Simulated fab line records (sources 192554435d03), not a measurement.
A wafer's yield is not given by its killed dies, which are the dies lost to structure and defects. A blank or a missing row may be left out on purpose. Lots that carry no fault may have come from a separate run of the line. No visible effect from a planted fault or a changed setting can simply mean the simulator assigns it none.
Matching of chambers ; flow n5-finfet ; rie-diel-01 running N5_BEOL_M2_STRIP_36: 4 sister chambers
The step strips in N2/H2. 24 wafers are shown with their chamber, then 12 later ones without.

WAFERS PAIRED WITH THEIR CHAMBERS
wafer;chamber;drypump-motor-current-A (A);throttle-valve-pct (%);oes-product-au (a.u.)
L074.1;0;6.0;23.47;0.83
L074.2;3;5.7;23.83;0.79
L074.3;2;6.2;23.62;0.71
L075.1;1;5.9;23.52;0.69
L075.5;3;5.7;23.88;0.78
L075.6;2;6.2;23.61;0.71
L076.1;1;5.9;23.53;0.68
L076.3;2;6.2;23.62;0.70
L076.4;0;6.0;23.47;0.82
L078.3;1;5.9;23.54;0.68
L078.4;2;6.2;23.60;0.72
L078.6;3;5.7;23.85;0.78
L084.1;2;6.2;23.68;0.70
L084.4;1;6.0;23.53;0.67
L084.5;0;6.1;23.49;0.81
L086.1;0;6.1;23.46;0.80
L086.4;2;6.2;23.64;0.70
L086.5;1;5.9;23.58;0.67
L088.1;3;5.7;23.88;0.76
L088.2;2;6.2;23.68;0.70
L088.3;0;6.0;23.48;0.81
L088.4;1;6.0;23.56;0.67
L088.5;1;6.0;23.54;0.68
L088.6;0;6.0;23.51;0.80

SIGNATURES (means of the wafers above)
reading;chamber 0;chamber 1;chamber 2;chamber 3;scatter within a chamber
drypump-motor-current-A;6.033;5.943;6.200;5.700;0.039
throttle-valve-pct;23.4800;23.5429;23.6357;23.8600;0.0248
oes-product-au;0.8117;0.6771;0.7057;0.7775;0.00968
Rule: a wafer's distance from a chamber is the root of the sum, over the readings, of the square of ((its reading less the chamber's mean) divided by the reading's scatter). If the next closest chamber is less than 2 further off than the closest, the wafer can't be placed; otherwise it belongs to the closest. How the scatter is found: for the shown wafers, subtract from each reading the mean of its chamber, square and add these, divide the total by (wafers less chambers), then take the root.

WAFERS WHOSE CHAMBER IS MISSING
wafer;drypump-motor-current-A (A);throttle-valve-pct (%);oes-product-au (a.u.)
L092.1;5.8;23.90;0.75
L092.2;6.1;23.54;0.79
L092.3;6.2;23.65;0.68
L093.1;6.2;23.66;0.68
L093.2;5.7;23.93;0.76
L093.5;6.1;23.51;0.78
L095.2;6.0;23.53;0.79
L095.3;6.0;23.19;0.97
L095.6;6.0;23.51;0.80
L097.1;6.1;23.53;0.78
L097.4;6.1;23.53;0.77
L097.6;6.0;23.23;0.91

THE CHAMBER EACH PASSED THROUGH
wafer;from the rows above;in truth
L092.1;3;3
L092.2;0;0
L092.3;2;2
L093.1;2;2
L093.2;3;3
L093.5;0;0
L095.2;0;0
L095.3;0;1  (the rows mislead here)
L095.6;0;0
L097.1;0;0
L097.4;0;0
L097.6;0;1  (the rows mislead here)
Correctly placed: 10 of 12. Left unplaced by these rows: 0. Placed wrongly: 2.
